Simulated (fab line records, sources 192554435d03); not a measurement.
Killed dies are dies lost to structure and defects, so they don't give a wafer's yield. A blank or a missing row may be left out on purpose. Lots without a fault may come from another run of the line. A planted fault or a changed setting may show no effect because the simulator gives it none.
Chamber matching | flow n5_finfet | N5_BEOL_M14_DESCUM_15 on rie_diel-06: 4 sister chambers
The step chemistry O2, time 7.9 s. 8 wafers are shown with their chamber, then 7 later ones without.

WAFERS WITH THEIR CHAMBER
wafer  | chamber | showerhead_plenum_p_Torr (Torr) | drypump_motor_current_A (A)
L081.6 | 0       | 2.11                            | 5.3
L082.1 | 2       | 2.15                            | 5.4
L082.3 | 1       | 2.19                            | 5.9
L083.1 | 2       | 2.14                            | 5.3
L083.2 | 3       | 2.20                            | 5.0
L083.3 | 1       | 2.19                            | 5.9
L089.2 | 3       | 2.20                            | 4.9
L089.3 | 0       | 2.11                            | 5.3

WAFERS WITHOUT THEIR CHAMBER
wafer  | showerhead_plenum_p_Torr (Torr) | drypump_motor_current_A (A)
L089.5 | 2.11                            | 5.3
L090.1 | 2.19                            | 5.9
L090.3 | 2.19                            | 5.9
L090.6 | 2.20                            | 4.9
L097.1 | 2.19                            | 4.9
L097.3 | 2.11                            | 5.3
L097.4 | 2.18                            | 5.9

WHICH CHAMBER EACH WENT THROUGH
wafer  | from the rows above | in truth
L089.5 | 0                   | 0
L090.1 | 1                   | 1
L090.3 | 1                   | 1
L090.6 | 3                   | 3
L097.1 | 3                   | 3
L097.3 | 0                   | 0
L097.4 | 1                   | 1
Placed correctly: 7 of 7. Can't be placed from these rows: 0. Placed wrongly: 0.
How it was worked out, from the rows above alone: a wafer's distance from a chamber is the root of the sum, over the readings, of the square of ((its reading less the chamber's mean) divided by the reading's scatter). The wafer belongs to the nearest chamber; if the next one is less than 2 further off, it can't be placed. A chamber's mean is the mean of its shown wafers. The scatter: the root of (the sum of the squares of (reading less its chamber's mean) over the shown wafers, divided by (wafers less chambers)).
